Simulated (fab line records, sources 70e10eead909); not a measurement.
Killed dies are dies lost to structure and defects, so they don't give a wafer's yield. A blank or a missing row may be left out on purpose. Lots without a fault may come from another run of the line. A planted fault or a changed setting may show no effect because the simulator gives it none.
Which tool did it? | flow nand_harc | 7 lots, 19 wafers sampled, at 2 steps of a route of 1159

WHAT THE GAUGES READ, wafer by wafer
NHARC_P_CONTACT_CD_MEAS_12: target cd 90 nm.
lot  | measured     | on        | cd_nm (nm)
L153 | day 5 22:31  | cd_sem-03 | 90.4 90.5 90.8
L158 | day 7 06:13  | cd_sem-01 | 90.2 90.2
L163 | day 8 17:57  | cd_sem-02 | 89.5 90.2
L168 | day 9 14:28  | cd_sem-02 | 89.6 90.2 89.4
L170 | day 10 01:14 | cd_sem-02 | 90.6 90.0 90.2
L173 | day 10 21:42 | cd_sem-03 | 90.8 90.4 90.1
L174 | day 10 23:09 | cd_sem-01 | 91.0 90.6 90.1

WHICH TOOL RAN EACH LOT (tool, then ch and the chambers of the sampled wafers, then the start)
lot  | NHARC_P_GATE_RTA_82
L153 | rtp_anneal-01 ch 0, day 5 20:41
L158 | rtp_anneal-02 ch 0, day 7 04:32
L163 | rtp_anneal-01 ch 0, day 8 16:10
L168 | rtp_anneal-02 ch 0, day 9 12:38
L170 | rtp_anneal-01 ch 0, day 9 23:35
L173 | rtp_anneal-02 ch 0, day 10 20:01
L174 | rtp_anneal-01 ch 0, day 10 21:07
- NHARC_P_GATE_RTA_82: time 30 s.

THE ANSWER, worked out from the rows above alone
Rule: what is usual is taken from the lots themselves. Put in order of their means at a reading, lots are off if they are a third of the lots or fewer, leave a main group of 4 or more, and stand apart from it by a gap of 3 or more times the standard deviation of the main group's means; of several such gaps the widest counts. A main group whose means are all the same, to the digits that the tables above print for the reading, isn't used. A lot without any number at a reading at which 4 lots or more have one is off too. The other lots that the step has rows for count as sound.
No lot is off at any reading shown: from this, nothing can be told.

WHAT THE SIMULATOR HAD PUT IN
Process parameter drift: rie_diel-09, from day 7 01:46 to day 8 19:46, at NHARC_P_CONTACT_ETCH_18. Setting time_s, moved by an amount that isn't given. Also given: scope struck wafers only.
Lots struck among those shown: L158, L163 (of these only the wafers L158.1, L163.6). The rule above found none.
